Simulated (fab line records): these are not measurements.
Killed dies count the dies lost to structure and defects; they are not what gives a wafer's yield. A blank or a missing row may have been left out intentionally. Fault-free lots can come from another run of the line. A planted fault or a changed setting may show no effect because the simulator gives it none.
What tool caused it? -- flow nand harc -- 13 lots with 39 wafers sampled at 6 steps, on a route of 1302 steps

== WHAT THE GAUGES READ, wafer by wafer ==
NHARC_A_ONON_D2_THK_MEAS_02: measures by ellipsometry.
lot,measured,on,thk nm (nm)
L643,day 12 08:55,film metro-02,996 995 995
L645,day 13 01:46,film metro-01,1003 1003 1004
L646,day 13 14:08,film metro-01,1007 1006 1009
L647,day 13 21:13,film metro-02,1018 1016 1015
L648,day 13 21:13,film metro-01,988 987 988
L649,day 14 13:28,film metro-01,981 984 983
L650,day 15 09:26,film metro-02,989 993 991
L651,day 15 22:46,film metro-02,999 997 998
L654,day 17 02:17,film metro-01,1017 1015 1017
L655,day 17 08:53,film metro-02,993 993 991
L660,day 19 09:31,film metro-01,1010 1011 1009
L663,day 20 21:34,film metro-01,996 995 997
L665,day 21 10:03,film metro-02,989 991 992

NHARC_A_ONON_D2_THK_MEAS_30: measures by ellipsometry.
lot,measured,on,thk nm (nm)
L643,day 12 23:12,film metro-02,1011 1012 1010
L645,day 13 14:22,film metro-02,1016 1016 1017
L646,day 14 02:34,film metro-02,1012 1010 1011
L647,day 14 09:10,film metro-01,982 980 980
L648,day 14 09:09,film metro-01,1012 1010 1011
L649,day 15 02:00,film metro-01,1004 1004 1004
L650,day 15 21:24,film metro-02,973 972 974
L651,day 16 11:01,film metro-02,1014 1017 1016
L654,day 17 14:13,film metro-02,1007 1007 1008
L655,day 17 20:47,film metro-01,993 994 992
L660,day 19 22:26,film metro-02,372 372 372 372 373 372
L663,day 21 09:27,film metro-02,409 405 408 407 407 407
L665,day 21 22:37,film metro-01,1011 1012 1012

NHARC_END_SORT_01.
lot,measured,on,defect limited yield (%),killed at array,killed at other,killed at periphery,killed dies,killed open,killed short
L655,day 29 03:45,prober-02,92.3 93.8 91.1,49 35 50,0 0 2,3 7 8,52 42 60,2 4 5,2 3 2

== EACH LOT AND THE TOOL THAT RAN IT (in order: tool; ch and the chambers of the sampled wafers; start) ==
lot,NHARC_A_CHANNEL_FILL_D1_ALD_25,NHARC_A_DECK1_JOINT_DEP_16,NHARC_A_ONON_D2_DEP_28
L643,"ald hk-02 ch 0,1,3, day 10 07:49","pecvd-03 ch 0,1,2, day 12 07:59","pecvd onon-04 ch 0, day 12 22:42"
L645,"ald hk-01 ch 1,3, day 11 04:17","pecvd-03 ch 0,1,2, day 13 00:52","pecvd onon-02 ch 0, day 13 13:54"
L646,"ald hk-02 ch 2,3, day 11 18:49","pecvd-03 ch 0,1,2, day 13 13:19","pecvd onon-01 ch 0, day 14 02:13"
L647,"ald hk-03 ch 0,3, day 12 00:13","pecvd-04 ch 0,2, day 13 20:19","pecvd onon-02 ch 0, day 14 08:39"
L648,"ald hk-01 ch 1,2, day 12 00:51","pecvd-03 ch 0,1,2, day 13 20:23","pecvd onon-01 ch 0, day 14 08:46"
L649,"ald hk-03 ch 0,2,3, day 12 17:01","pecvd-04 ch 0,1,2, day 14 12:34","pecvd onon-04 ch 0, day 15 01:30"
L650,"ald hk-03 ch 1,2, day 13 10:41","pecvd-04 ch 0,1,2, day 15 08:33","pecvd onon-04 ch 0, day 15 20:57"
L651,"ald hk-01 ch 0,1,3, day 14 00:45","pecvd-04 ch 0,1, day 15 21:56","pecvd onon-01 ch 0, day 16 10:33"
L654,"ald hk-01 ch 0,1,2, day 15 00:56","pecvd-04 ch 0,1,2, day 17 01:23","pecvd onon-01 ch 0, day 17 13:43"
L655,"ald hk-03 ch 0,2,3, day 15 09:51","pecvd-04 ch 1,2, day 17 07:59","pecvd onon-01 ch 0, day 17 20:17"
L660,"ald hk-01 ch 0,1, day 17 07:29","pecvd-03 ch 0,1, day 19 08:29","pecvd onon-04 ch 0, day 19 21:59"
L663,"ald hk-01 ch 2,3, day 19 00:33","pecvd-03 ch 0,2, day 20 20:44","pecvd onon-04 ch 0, day 21 08:59"
L665,"ald hk-03 ch 1,2,3, day 19 13:05","pecvd-04 ch 0,1,2, day 21 09:11","pecvd onon-02 ch 0, day 21 22:06"
- NHARC_A_CHANNEL_FILL_D1_ALD_25: deposits SiOx, target thk 60 nm, pulse time 10 s, ald cycles 600.
- NHARC_A_DECK1_JOINT_DEP_16: deposits SiO2, target thk 45 nm.
- NHARC_A_ONON_D2_DEP_28: target thk 1000 nm.

== AS READ BY THE TOOLS THEMSELVES (means over the sampled wafers that have a number; for cases with no such wafer, the mark the record gives instead) ==
NHARC_A_CHANNEL_FILL_D1_ALD_25.
lot,tool,heater power w (W),precursor pulse height rel,susceptor temp C (C)
L643,ald hk-02,464,0.985,299.88
L645,ald hk-01,485,0.996,299.88
L646,ald hk-02,446,1.005,300.14
L647,ald hk-03,478,0.997,300.02
L648,ald hk-01,453,0.989,299.75
L649,ald hk-03,478,1.015,300.00
L650,ald hk-03,456,0.979,299.83
L651,ald hk-01,472,1.002,-
L654,ald hk-01,464,0.993,-
L655,ald hk-03,480,1.018,300.12
L660,ald hk-01,453,1.003,-
L663,ald hk-01,488,0.991,300.13
L665,ald hk-03,477,0.985,299.88

NHARC_A_DECK1_JOINT_DEP_16.
lot,tool,flow sccm (sccm),heater power w (W),rf fwd power W (W),susceptor temp C (C),throttle valve pct (%)
L643,pecvd-03,2651,494,894.9,399.84,15.9
L645,pecvd-03,2655,519,897.4,399.93,16.0
L646,pecvd-03,2649,493,894.2,399.74,16.0
L647,pecvd-04,2644,576,893.9,400.11,16.0
L648,pecvd-03,2648,510,895.5,399.92,16.0
L649,pecvd-04,2652,562,896.8,399.81,15.8
L650,pecvd-04,2652,611,895.9,400.01,15.8
L651,pecvd-04,2654,527,897.5,400.17,15.9
L654,pecvd-04,2651,599,898.8,400.10,15.9
L655,pecvd-04,2640,509,895.3,400.31,15.9
L660,pecvd-03,2655,497,899.2,399.87,16.1
L663,pecvd-03,2655,603,893.9,399.93,16.0
L665,pecvd-04,2653,585,897.0,399.93,15.9

NHARC_A_ONON_D2_DEP_28.
lot,tool,susceptor temp C (C)
L643,pecvd onon-04,399.92
L645,pecvd onon-02,400.20
L646,pecvd onon-01,400.20
L647,pecvd onon-02,400.09
L648,pecvd onon-01,399.86
L649,pecvd onon-04,400.08
L650,pecvd onon-04,400.28
L651,pecvd onon-01,399.79
L654,pecvd onon-01,400.14
L655,pecvd onon-01,399.76
L660,pecvd onon-04,400.07
L663,pecvd onon-04,400.60
L665,pecvd onon-02,399.69

== THE ANSWER, worked out from the rows above alone ==
Rule: the lots themselves supply what counts as usual. Put in order of their means at a reading, lots are off if they are a third of the lots or fewer, leave a main group of 4 or more, and stand apart from it by a gap of 3 or more times the standard deviation of the main group's means; of several such gaps the widest counts. A main group is skipped when, at the precision printed for the reading in the tables above, its means are all equal. Also off: a lot with no number at a reading for which 4 or more lots have one. The other lots that the step has rows for count as sound. First the gauges in route order, then the tools' own readings, where a lot's mean is used as printed above. The first step at which some lot is off is used, and at that step the reading that is off furthest; a lot without a number counts as furthest.
Off at NHARC_A_ONON_D2_THK_MEAS_30 (thk nm): L660, L663. For the main group the mean is 1003 nm and the standard deviation 14.
A tool fits if, at a process step before that reading, it ran every lot that is off, and no sound lot after the first of them. The gauges at NHARC_A_ONON_D2_THK_MEAS_30 are tried like those tools. Can't be told from this: 4 tools fit, ald hk-01 at NHARC_A_CHANNEL_FILL_D1_ALD_25, pecvd-03 at NHARC_A_DECK1_JOINT_DEP_16, pecvd onon-04 at NHARC_A_ONON_D2_DEP_28, film metro-02 at NHARC_A_ONON_D2_THK_MEAS_30.

== WHAT HAD BEEN PUT IN BY THE SIMULATOR ==
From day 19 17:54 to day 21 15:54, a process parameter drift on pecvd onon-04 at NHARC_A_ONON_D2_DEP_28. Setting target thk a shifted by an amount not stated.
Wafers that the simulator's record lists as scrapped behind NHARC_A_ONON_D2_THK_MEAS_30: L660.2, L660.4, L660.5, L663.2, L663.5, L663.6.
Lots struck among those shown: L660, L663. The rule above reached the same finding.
